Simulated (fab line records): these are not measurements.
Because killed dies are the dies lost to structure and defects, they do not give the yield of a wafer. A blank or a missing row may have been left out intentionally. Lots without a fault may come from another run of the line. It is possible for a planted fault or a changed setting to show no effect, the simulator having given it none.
A struck lot beside a sound one || flow n5_finfet || 14 steps out of a route of 1938
Sound: wafers L441.1, L441.6. Struck: wafer L454.6 (L454.1, L454.4, from the same lot, were not struck and are left out); the cause is given at the end.
Each step with rows lists, per side, the tool, then ch with its chambers, then its first start. Under that, the readings that differ: sound wafers || struck wafers || difference of the means || sigmas: that difference in standard deviations of wafers without a fault.
alike: readings whose means differ by less than 2 such deviations, and words and numbers that are the same on both sides. not compared: withheld readings, readings that some wafer has no value for, bounds like >300 that may hide the same value, and numbers for which the record gives no deviation and whose values overlap.
A row with sigmas, a row that says differs or no value, or rows on one side alone: a step with any of these is where the two part. Non-overlapping numbers with no deviation appear without sigmas and do not part them. A reading that every wafer of one side lacks parts them only if that side has two wafers or more.

first, 1 step without rows for these wafers: N5_BEOL_M12_STRIP_69 (strips in N2/H2).
N5_BEOL_M12_TRENCH_ETCH_34: etches SiOC in C4F8/O2/Ar, target depth 318.95 nm, time 125.5 s.
  sound on rie_diel-03 ch 2, day 12 08:43; struck on rie_diel-02 ch 0, day 16 08:26
{"reading": "drypump_motor_current_A (A)", "sound": "5.5 5.5", "struck": 6.4, "difference": "+0.9", "sigmas": "+2"}
{"reading": "rf_vpp_V (V)", "sound": "671 670", "struck": 663, "difference": -8, "sigmas": -2}
{"reading": "showerhead_plenum_p_Torr (Torr)", "sound": "3.58 3.58", "struck": 3.34, "difference": -0.24, "sigmas": -2}
  alike: oes_product_au, rf_fwd_power_W, throttle_valve_pct
  not compared: rf_hours_counter_h
then, 1 step without rows for these wafers: N5_BEOL_M12_STRIP_70 (strips in C4F8/O2/Ar).
N5_BEOL_M12_OCD_MEAS_35:
  sound on ocd-02 at day 12 08:52; struck on ocd-01 at day 16 08:35
  alike: trench_depth_nm
N5_BEOL_M12_STRIP_37: strips in N2/H2.
  sound on plasma_asher-01 ch 1, day 12 08:54; struck on plasma_asher-01 ch 1, day 16 08:37
  alike: drypump_motor_current_A, heater_power_w, oes_product_au
  not compared: rf_hours_counter_h
N5_BEOL_M12_ETCH_38: etches SiCN in CF4/N2, target depth 68.7 nm, time 73.4 s.
  sound on rie_diel-02 ch 0,3, day 12 09:07; struck on rie_diel-06 ch 1, day 16 09:13
  alike: drypump_motor_current_A, oes_product_au, rf_fwd_power_W, rf_vpp_V, showerhead_plenum_p_Torr, throttle_valve_pct
  not compared: rf_hours_counter_h
then, 3 steps without rows for these wafers: N5_BEOL_M12_PRECLEAN_39 (cleans in residue remover, time 60 s); N5_BEOL_M12_SRD_40 (time 30 s, dry time 30 s); N5_BEOL_M12_DEGAS_41 (time 60 s).
N5_BEOL_M12_PRE_CLEAN_42: time 30 s.
  sound on pvd_sputter-02 at day 12 09:34; struck on pvd_sputter-01 at day 16 09:44
{"reading": "heater_power_w (W)", "sound": "346 337", "struck": 272, "difference": -70, "sigmas": -2}
N5_BEOL_M12_SPUTTER_43: material TaN, target thk 15 nm, time 24.19 s.
  sound on pvd_sputter-02 at day 12 09:37; struck on pvd_sputter-01 at day 16 09:46
{"reading": "throttle_valve_pct (%)", "sound": "29.0 29.0", "struck": 31.1, "difference": "+2.1", "sigmas": "+2"}
  alike: bias_v, cathode_dc_power_W
then, 1 step without rows for these wafers: N5_BEOL_M12_SPUTTER_44 (material Ta, target thk 10 nm, time 16.13 s).
N5_BEOL_M12_SPUTTER_45: material Cu, target thk 80 nm, time 13.33 s.
  sound on pvd_sputter-02 at day 12 09:46; struck on pvd_sputter-01 at day 16 09:56
{"reading": "cathode_dc_power_W (W)", "sound": "25996 25995", "struck": 23740, "difference": -2256, "sigmas": "-99 or more"}
{"reading": "throttle_valve_pct (%)", "sound": "28.9 29.2", "struck": 31.1, "difference": "+2.1", "sigmas": "+2"}
  alike: bias_v
then, 1 step without rows for these wafers: N5_BEOL_M12_ECD_47 (material Cu, target thk 720 nm).

== WHERE THEY PART ==
First at N5_BEOL_M12_TRENCH_ETCH_34; last, within this record, at N5_BEOL_M12_SPUTTER_45.

WHY: what the simulator had put in
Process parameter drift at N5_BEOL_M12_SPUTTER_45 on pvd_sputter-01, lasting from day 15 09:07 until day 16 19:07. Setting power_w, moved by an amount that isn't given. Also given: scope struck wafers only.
